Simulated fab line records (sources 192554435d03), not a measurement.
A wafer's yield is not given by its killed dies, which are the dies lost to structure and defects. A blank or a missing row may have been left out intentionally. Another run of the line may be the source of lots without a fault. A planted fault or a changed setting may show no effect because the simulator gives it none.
Matching of chambers | flow n5 finfet | cmp-04 running N5_BEOL_M10_CMP_52: 4 sister chambers
The step polishes, stops on SiCOH lowk, t overpolish 7 s, target thk 140 nm. 8 wafers are shown with their chamber, then 11 later ones without.

WAFERS WITH THEIR CHAMBER
wafer  | chamber | motor current A (A) | overpolish run s (s)
L079.5 | 3       | 7.2                 | 7.000
L079.1 | 0       | 6.2                 | 7.007
L082.1 | 2       | 5.5                 | 7.005
L082.4 | 0       | 6.2                 | 7.012
L082.3 | 3       | 7.0                 | 7.001
L082.5 | 1       | 6.5                 | 6.990
L082.6 | 2       | 5.7                 | 7.013
L086.1 | 1       | 6.4                 | 6.999

WAFERS WITH NO CHAMBER GIVEN
wafer  | motor current A (A) | overpolish run s (s)
L086.2 | 6.8                 | 7.001
L086.4 | 5.6                 | 7.011
L088.1 | 5.9                 | 6.993
L088.2 | 7.0                 | 6.998
L088.4 | 6.4                 | 6.984
L093.1 | 5.8                 | 6.997
L093.5 | 7.2                 | 7.004
L093.6 | 5.8                 | 6.995
L096.2 | 5.8                 | 6.980
L096.3 | 5.7                 | 6.995
L096.4 | 6.4                 | 7.000

THE CHAMBER EACH PASSED THROUGH
wafer  | from the rows above          | in truth
L086.2 | can't be placed: 3 or 1      | 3
L086.4 | 2                            | 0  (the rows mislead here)
L088.1 | can't be placed: 2 or 0 or 1 | 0
L088.2 | 3                            | 3
L088.4 | 1                            | 1
L093.1 | can't be placed: 2 or 0      | 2
L093.5 | 3                            | 3
L093.6 | can't be placed: 2 or 0      | 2
L096.2 | can't be placed: 2 or 1 or 0 | 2
L096.3 | 2                            | 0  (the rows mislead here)
L096.4 | can't be placed: 1 or 0      | 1
Correctly placed: 3 of 11. Cannot be placed on the basis of these rows: 6; the candidates contain the true chamber in 6. 2 placed wrongly.
How it was worked out, from the rows above alone: a wafer's distance from a chamber is the root of the sum, over the readings, of the square of ((its reading less the chamber's mean) divided by the reading's scatter). The wafer belongs to the nearest chamber; if the next one is less than 2 further off, it can't be placed. A chamber's mean is the mean of its shown wafers. The scatter: the root of (the sum of the squares of (reading less its chamber's mean) over the shown wafers, divided by (wafers less chambers)).
